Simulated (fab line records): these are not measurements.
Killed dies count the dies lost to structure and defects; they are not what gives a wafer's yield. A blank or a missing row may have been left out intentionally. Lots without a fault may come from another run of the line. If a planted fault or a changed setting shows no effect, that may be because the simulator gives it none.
Chamber matching :: flow nand_harc :: NHARC_P_M0_PRE_CLEAN_31 on pecvd-04 has 3 sister chambers
The step time 12 s. 6 wafers are shown with their chamber, then 7 later ones without.

## WAFERS, EACH WITH ITS CHAMBER
wafer: L085.4
chamber: 0
heater_power_w (W): 512

wafer: L087.1
chamber: 2
heater_power_w (W): 726

wafer: L087.2
chamber: 1
heater_power_w (W): 760

wafer: L087.3
chamber: 0
heater_power_w (W): 496

wafer: L088.2
chamber: 1
heater_power_w (W): 833

wafer: L088.3
chamber: 2
heater_power_w (W): 749

## WAFERS WHOSE CHAMBER IS MISSING
wafer: L088.6
heater_power_w (W): 540

wafer: L093.2
heater_power_w (W): 509

wafer: L093.3
heater_power_w (W): 860

wafer: L093.5
heater_power_w (W): 830

wafer: L097.1
heater_power_w (W): 741

wafer: L097.4
heater_power_w (W): 656

wafer: L097.6
heater_power_w (W): 561

## WHICH CHAMBER EACH ONE RAN IN
wafer: L088.6
from the rows above: 0
in truth: 0

wafer: L093.2
from the rows above: 0
in truth: 0

wafer: L093.3
from the rows above: can't be placed: 1 or 2
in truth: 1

wafer: L093.5
from the rows above: can't be placed: 1 or 2
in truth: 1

wafer: L097.1
from the rows above: can't be placed: 2 or 1
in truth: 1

wafer: L097.4
from the rows above: can't be placed: 2 or 1
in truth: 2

wafer: L097.6
from the rows above: 0
in truth: 0
Correct placement for 3 of the 7. Unplaceable from these rows: 4, with the true chamber sitting among the candidates in 4. Number placed wrongly: 0.
How it was worked out, from the rows above alone: a wafer's distance from a chamber is the root of the sum, over the readings, of the square of ((its reading less the chamber's mean) divided by the reading's scatter). If the next closest chamber is less than 2 further off than the closest, the wafer can't be placed; otherwise it belongs to the closest. For every chamber, the mean is computed from those of its wafers that are shown. The scatter: take each reading less its chamber's mean, square it, sum over the shown wafers, divide by the number of wafers less the number of chambers, and take the root.
